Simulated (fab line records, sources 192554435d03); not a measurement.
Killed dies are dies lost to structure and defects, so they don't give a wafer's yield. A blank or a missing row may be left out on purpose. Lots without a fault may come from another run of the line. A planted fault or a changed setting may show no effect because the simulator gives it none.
Which tool did it? | flow n5_finfet | 9 lots, 27 wafers sampled, at 6 steps of a route of 1938

WHAT THE GAUGES READ, wafer by wafer
N5_HKMG_FIN_CD_MEAS_12: target cd 92.8 nm.
lot  | measured    | on        | cd_nm (nm)
L448 | day 4 04:44 | cd_sem-03 | 92.9 92.1 93.9
L449 | day 4 11:32 | cd_sem-03 | 92.9 93.0 93.4
L459 | day 6 22:40 | cd_sem-02 | 92.3 92.7 92.0
L461 | day 7 10:12 | cd_sem-01 | 93.4 94.1 93.1
L467 | day 8 20:55 | cd_sem-03 | 78.7 77.8 78.1
L468 | day 9 03:57 | cd_sem-01 | 93.1 92.4 93.1
L469 | day 9 08:43 | cd_sem-02 | 81.3 81.5 80.7
L470 | day 9 18:32 | cd_sem-03 | 92.6 92.5 92.2
L471 | day 9 20:10 | cd_sem-02 | 92.8 92.6 92.6

N5_BEOL_M4_RC_MEAS_101.
lot  | measured     | on        | DIBL_N (mV/V)  | DIBL_P (mV/V)  | IOFF_N (nA/um) | IOFF_P (nA/um) | ION_N (uA/um) | ION_P (uA/um) | SS_N (mV/dec)  | SS_P (mV/dec)  | VT_N (mV)   | VT_P (mV)
L448 | day 7 22:57  | prober-02 | 37.0 36.5 36.5 | 37.6 35.3 36.1 | 0.15 0.13 0.13 | 0.22 0.18 0.19 | 676 657 660   | 466 450 457   | 71.2 71.2 71.4 | 73.8 73.2 72.7 | 250 253 252 | -250 -253 -251
L449 | day 8 08:36  | prober-01 | 36.6 34.4 35.2 | 36.7 35.1 36.2 | 0.16 0.12 0.14 | 0.23 0.21 0.23 | 671 640 667   | 469 456 472   | 71.6 70.6 70.9 | 73.5 73.6 73.5 | 250 257 253 | -248 -249 -249
L459 | day 11 04:35 | prober-02 | 37.5 36.8 39.8 | 36.0 35.3 39.6 | 0.17 0.16 0.23 | 0.22 0.21 0.31 | 689 670 699   | 475 464 482   | 71.7 71.8 72.4 | 72.8 72.9 73.8 | 248 248 243 | -247 -246 -241
L461 | day 11 05:10 | prober-01 | 36.8 35.0 34.6 | 38.0 35.3 36.1 | 0.17 0.14 0.14 | 0.24 0.20 0.21 | 676 655 679   | 465 459 470   | 71.6 71.8 71.0 | 73.1 73.2 73.0 | 249 253 249 | -245 -247 -246
L467 | day 12 12:03 | prober-01 | 36.3 33.1 34.3 | 34.0 30.0 32.4 | 0.16 0.10 0.12 | 0.20 0.14 0.17 | 682 656 669   | 465 453 461   | 71.4 71.2 70.8 | 73.8 72.4 72.6 | 250 254 252 | -250 -253 -255
L468 | day 13 07:49 | prober-01 | 37.3 35.4 35.8 | 37.4 36.2 35.8 | 0.19 0.16 0.17 | 0.26 0.23 0.23 | 682 676 688   | 470 472 471   | 71.5 70.8 70.9 | 73.0 73.6 72.9 | 244 247 247 | -246 -248 -248
L469 | day 13 22:16 | prober-02 | 36.2 37.0 35.5 | 39.0 39.4 37.0 | 0.16 0.16 0.14 | 0.23 0.22 0.19 | 667 662 672   | 459 451 461   | 71.7 71.6 71.8 | 73.3 73.5 73.1 | 252 249 252 | -248 -250 -250
L470 | day 13 22:01 | prober-01 | 38.1 37.9 35.8 | 39.6 38.2 37.0 | 0.19 0.18 0.15 | 0.26 0.23 0.20 | 677 696 674   | 462 474 464   | 72.5 72.1 71.2 | 74.5 74.2 74.0 | 246 249 251 | -246 -248 -251
L471 | day 14 01:53 | prober-02 | 34.6 36.8 36.9 | 33.6 35.7 35.7 | 0.13 0.17 0.16 | 0.20 0.23 0.23 | 674 690 682   | 473 475 473   | 70.6 71.4 71.3 | 72.7 73.0 72.5 | 250 249 253 | -251 -247 -247

WHICH TOOL RAN EACH LOT (tool, then ch and the chambers of the sampled wafers, then the start)
lot  | N5_HKMG_FIN_ETCH_55               | N5_HKMG_FIN_STRIP_57              | N5_HKMG_FIN_ALD_79                 | N5_HKMG_FIN_EXPOSE_09
L448 | rie_diel-04 ch 0,2,3, day 4 01:33 | rie_diel-04 ch 0,2,3, day 4 01:44 | ald_metal-02 ch 0,1,3, day 4 02:49 | arfi_scanner-01 ch 0, day 4 04:37
L449 | rie_diel-05 ch 0,1,3, day 4 08:17 | rie_diel-05 ch 0,1,3, day 4 08:29 | ald_metal-02 ch 0,1,2, day 4 09:34 | arfi_scanner-03 ch 0, day 4 11:24
L459 | rie_diel-04 ch 0,1,3, day 6 19:23 | rie_diel-04 ch 0,1,3, day 6 19:34 | ald_metal-02 ch 0,1,3, day 6 20:39 | arfi_scanner-02 ch 0, day 6 22:32
L461 | rie_diel-04 ch 1,2, day 7 07:05   | rie_diel-04 ch 1,2, day 7 07:17   | ald_metal-01 ch 0,1,2, day 7 08:22 | arfi_scanner-02 ch 0, day 7 10:05
L467 | rie_diel-05 ch 0,2, day 8 17:44   | rie_diel-05 ch 0,2, day 8 17:55   | ald_metal-04 ch 0,1,3, day 8 19:01 | arfi_scanner-02 ch 0, day 8 20:49
L468 | rie_diel-04 ch 1,2, day 9 00:20   | rie_diel-04 ch 1,2, day 9 00:37   | ald_metal-02 ch 2,3, day 9 02:02   | arfi_scanner-01 ch 0, day 9 03:50
L469 | rie_diel-04 ch 1,2,3, day 9 05:26 | rie_diel-04 ch 1,2,3, day 9 05:37 | ald_metal-04 ch 0,3, day 9 06:42   | arfi_scanner-02 ch 0, day 9 08:36
L470 | rie_diel-04 ch 0,2, day 9 15:20   | rie_diel-04 ch 0,2, day 9 15:32   | ald_metal-01 ch 0,1,3, day 9 16:37 | arfi_scanner-03 ch 0, day 9 18:25
L471 | rie_diel-05 ch 1,2, day 9 16:58   | rie_diel-05 ch 1,2, day 9 17:10   | ald_metal-01 ch 0,1,3, day 9 18:14 | arfi_scanner-01 ch 0, day 9 20:02
- N5_HKMG_FIN_ETCH_55: etches SOC in N2/H2, target depth 240 nm, time 300 s.
- N5_HKMG_FIN_STRIP_57: strips in CF4.
- N5_HKMG_FIN_ALD_79: deposits TiN, target thk 1.5 nm, pulse time 1 s, purge time 3 s.
- N5_HKMG_FIN_EXPOSE_09: exposes mask NWFM.

WHAT THE TOOLS THEMSELVES READ (means of the sampled wafers that have a number; where no wafer has one, the mark that the record gives instead)
N5_HKMG_FIN_ETCH_55.
lot  | tool        | drypump_motor_current_A (A) | oes_product_au (a.u.) | rf_fwd_power_W (W) | rf_vpp_V (V) | showerhead_plenum_p_Torr (Torr) | throttle_valve_pct (%)
L448 | rie_diel-04 | 5.3                         | 0.76                  | 837.8              | 525.1        | 2.59                            | 18.00
L449 | rie_diel-05 | 5.8                         | 0.78                  | 838.4              | 522.5        | 2.50                            | 17.94
L459 | rie_diel-04 | 5.6                         | 0.81                  | 837.4              | 524.3        | 2.57                            | 18.07
L461 | rie_diel-04 | 5.2                         | 0.76                  | 839.5              | 526.0        | 2.62                            | 17.91
L467 | rie_diel-05 | 6.0                         | 0.74                  | 836.8              | 523.6        | 2.54                            | 18.11
L468 | rie_diel-04 | 5.5                         | 0.80                  | 837.7              | 525.5        | 2.59                            | 17.99
L469 | rie_diel-04 | 5.2                         | 0.76                  | 839.7              | 524.7        | 2.55                            | 18.03
L470 | rie_diel-04 | 5.2                         | 0.70                  | 841.8              | 527.0        | 2.64                            | 17.98
L471 | rie_diel-05 | 6.2                         | 0.75                  | 835.7              | 522.5        | 2.46                            | 18.00

N5_HKMG_FIN_STRIP_57.
lot  | tool        | drypump_motor_current_A (A) | oes_product_au (a.u.) | rf_fwd_power_W (W) | rf_vpp_V (V) | showerhead_plenum_p_Torr (Torr) | throttle_valve_pct (%)
L448 | rie_diel-04 | 5.3                         | 0.75                  | 292.4              | 271.6        | 1.82                            | 13.66
L449 | rie_diel-05 | 5.7                         | 0.76                  | 293.7              | 271.1        | 1.76                            | 13.72
L459 | rie_diel-04 | 5.6                         | 0.79                  | 293.4              | 272.2        | 1.81                            | 13.70
L461 | rie_diel-04 | 5.2                         | 0.77                  | 291.8              | 271.6        | 1.84                            | 13.67
L467 | rie_diel-05 | 6.0                         | 0.75                  | 291.3              | 271.7        | 1.78                            | 13.78
L468 | rie_diel-04 | 5.5                         | 0.81                  | -                  | 272.0        | 1.83                            | 13.70
L469 | rie_diel-04 | 5.2                         | 0.76                  | 292.6              | 271.8        | 1.79                            | 13.74
L470 | rie_diel-04 | 5.2                         | 0.72                  | 293.7              | 271.6        | 1.85                            | 13.72
L471 | rie_diel-05 | 6.2                         | 0.73                  | 292.7              | 269.9        | 1.74                            | 13.84

N5_HKMG_FIN_ALD_79.
lot  | tool         | heater_power_outer_w (W) | heater_power_w (W) | precursor_pulse_height_rel
L448 | ald_metal-02 | 557                      | 886                | 1.037
L449 | ald_metal-02 | 539                      | 905                | 0.996
L459 | ald_metal-02 | 550                      | 888                | 1.012
L461 | ald_metal-01 | 497                      | 823                | 1.009
L467 | ald_metal-04 | 570                      | 885                | 1.010
L468 | ald_metal-02 | 586                      | 964                | 0.997
L469 | ald_metal-04 | 520                      | 834                | 0.989
L470 | ald_metal-01 | 504                      | 823                | 1.009
L471 | ald_metal-01 | 503                      | 824                | 1.025

N5_HKMG_FIN_EXPOSE_09.
lot  | tool            | exposure_dose_mJ_cm2
L448 | arfi_scanner-01 | 39.71
L449 | arfi_scanner-03 | 39.22
L459 | arfi_scanner-02 | 39.24
L461 | arfi_scanner-02 | 39.24
L467 | arfi_scanner-02 | 31.13
L468 | arfi_scanner-01 | 39.74
L469 | arfi_scanner-02 | 32.77
L470 | arfi_scanner-03 | 39.24
L471 | arfi_scanner-01 | 39.71

THE ANSWER, worked out from the rows above alone
Rule: what is usual is taken from the lots themselves. Put in order of their means at a reading, lots are off if they are a third of the lots or fewer, leave a main group of 4 or more, and stand apart from it by a gap of 3 or more times the standard deviation of the main group's means; of several such gaps the widest counts. A main group whose means are all the same, to the digits that the tables above print for the reading, isn't used. A lot without any number at a reading at which 4 lots or more have one is off too. The other lots that the step has rows for count as sound. The gauges are gone through in route order, then the tools' own readings, and for those a lot's mean is taken as printed above. The first step at which some lot is off is used, and at that step the reading that is off furthest; a lot without a number counts as furthest.
Off: L467, L469, at N5_HKMG_FIN_CD_MEAS_12 (cd_nm). The main group: mean 92.8 nm, standard deviation 0.38.
A tool fits if, at a process step before that reading, it ran every lot that is off, and no sound lot after the first of them. The gauges at N5_HKMG_FIN_CD_MEAS_12 aren't tried: what is off there is off at N5_HKMG_FIN_EXPOSE_09 too, on other tools, and a gauge's error can't cause that. Can't be told from this: 2 tools fit, ald_metal-04 at N5_HKMG_FIN_ALD_79, arfi_scanner-02 at N5_HKMG_FIN_EXPOSE_09.

WHAT THE SIMULATOR HAD PUT IN
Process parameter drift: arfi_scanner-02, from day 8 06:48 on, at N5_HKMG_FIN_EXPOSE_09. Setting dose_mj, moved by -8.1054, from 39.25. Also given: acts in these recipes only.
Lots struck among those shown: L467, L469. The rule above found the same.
